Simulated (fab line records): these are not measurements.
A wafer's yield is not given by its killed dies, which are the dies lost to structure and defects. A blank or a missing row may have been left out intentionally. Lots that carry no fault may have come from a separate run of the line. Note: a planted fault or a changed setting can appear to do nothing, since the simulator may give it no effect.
Struck lot and sound lot, side by side + flow n5Finfet + 15 out of 1938 route steps
Sound: these wafers, L110.4, L110.5, L110.6. Struck: wafer L116.5 (left out: L116.6, a lot-mate that was not struck); the cause follows at the end.
Each step with rows lists, per side, the tool, then ch with its chambers, then its first start. Under that, the readings that differ: sound wafers + struck wafers + difference of the means + sigmas: that difference in standard deviations of wafers without a fault.
alike: readings with means less than 2 such deviations apart, plus words and numbers identical on both sides. not compared: withheld readings, readings lacking a value on some wafer, bounds such as >300 that could conceal the same value, and numbers that have no deviation in the record and whose values overlap.
A row with sigmas, a row that says differs or no value, or rows on one side alone: a step with any of these is where the two part. Numbers that have no deviation but don't overlap get no sigmas and don't part them. Lack of a reading on every wafer of one side parts them only where that side has two or more wafers.

first, 6 steps without rows for these wafers: N5_BEOL_M9_COAT_22 (resist thk 30 nm); N5_BEOL_M9_EBR_24; N5_BEOL_M9_SOFTBAKE_23 (time 60 s); N5_BEOL_M9_EXPOSE_25 (exposes mask V8); N5_BEOL_M9_PEB_26 (peb time 60 s); N5_BEOL_M9_DEVELOP_27 (develop time 30 s).
N5_BEOL_M9_CD_MEAS_28: the cd target is 70 nm.
  sound on cdSem-02 ch 0, day 12 11:26; struck on cdSem-02 ch 0, day 13 19:58
  alike: cdNm
N5_BEOL_M9_OVL_MEAS_29:
  sound on overlay-01 ch 0, day 12 11:28; struck on overlay-01 ch 0, day 13 20:01
| reading     | sound         | struck | difference | sigmas |
|-------------|---------------|--------|------------|--------|
| V8_OVL (nm) | -0.3 -0.4 0.2 | 1.4    | +1.6       | +2     |
N5_BEOL_M9_INSPECT_30: inspects for defects (brightfield).
  sound on defectInspect-02 at day 12 11:31; struck on defectInspect-01 at day 13 20:03
  alike: rawDefectCount
N5_BEOL_M9_DESCUM_33: chemistry O2, time 7 s.
  sound on rieDiel-01 ch 0,2,3, day 12 11:33; struck on rieDiel-01 ch 0, day 13 20:05
  alike: drypumpMotorCurrentA, oesProductAu, rfVppV, showerheadPlenumPTorr, throttleValvePct
  not compared: rfHoursCounterH
N5_BEOL_M9_ETCH_76: etches underlayer in N2/H2, target depth 6.5 nm, time 5.2 s.
  sound on rieDiel-01 ch 0,2,3, day 12 11:35; struck on rieDiel-01 ch 0, day 13 20:07
  alike: drypumpMotorCurrentA, etchRfOnTimeS, oesProductAu, rfVppV, showerheadPlenumPTorr, throttleValvePct
  not compared: rfHoursCounterH
N5_BEOL_M9_ETCH_65: etches SiARC in CF4, target depth 15.6 nm, time 26 s.
  sound on rieDiel-01 ch 0,2,3, day 12 11:36; struck on rieDiel-01 ch 0, day 13 20:08
  alike: drypumpMotorCurrentA, etchRfOnTimeS, oesProductAu, rfVppV, showerheadPlenumPTorr, throttleValvePct
  not compared: rfHoursCounterH
N5_BEOL_M9_ETCH_66: etches SOC in N2/H2, target depth 80 nm, overetch 16 nm, time 120 s.
  sound on rieDiel-01 ch 0,2,3, day 12 11:38; struck on rieDiel-01 ch 0, day 13 20:12
| reading                                   | sound       | struck | difference | sigmas |
|-------------------------------------------|-------------|--------|------------|--------|
| model.SiARC_of_BEOL_M9_COAT_64.thkNm (nm) | 6.2 6.6 6.4 | 2.8    | -3.6       |        |
  alike: drypumpMotorCurrentA, oesProductAu, rfVppV, showerheadPlenumPTorr, throttleValvePct
  not compared: rfHoursCounterH
then, 1 step without rows for these wafers: N5_BEOL_M9_STRIP_69 (strips in N2/H2).
-- the record jumps here: 3 days lie between the struck wafers' starts before and after (it left off in module BEOL_M9 and takes up again in module PASSIVATION, whose first step shown is number 1936 of the route) --
N5_PASSIVATION_PROBE_49:
  sound on prober-02 at day 14 21:47; struck on prober-01 at day 16 15:37
| reading                 | sound | struck | difference | sigmas |
|-------------------------|-------|--------|------------|--------|
| defectLimitedYield (%)  | 93.1  | 89.4   | -3.7       | -3     |
| killedDies              | 82    | 125    | +43        | +3     |
| killedOpen              | 55    | 79     | +24        | +2     |
| sort_bin_5_function (%) | 4.4   | 7.1    | +2.7       | +3     |
  alike: killed_at_M0_to_M3, killed_at_M4_up, killedAtContacts, killedAtFrontEnd, killedAtOther, killedShort, sort_bin_4_leakage, sort_bin_6_memory, sort_bin_8_speed, sortNPass, sortYieldPct

## WHERE THEY PART
Earliest at N5_BEOL_M9_OVL_MEAS_29; latest, in this record, at N5_PASSIVATION_PROBE_49.

WHY: what had been put in by the simulator
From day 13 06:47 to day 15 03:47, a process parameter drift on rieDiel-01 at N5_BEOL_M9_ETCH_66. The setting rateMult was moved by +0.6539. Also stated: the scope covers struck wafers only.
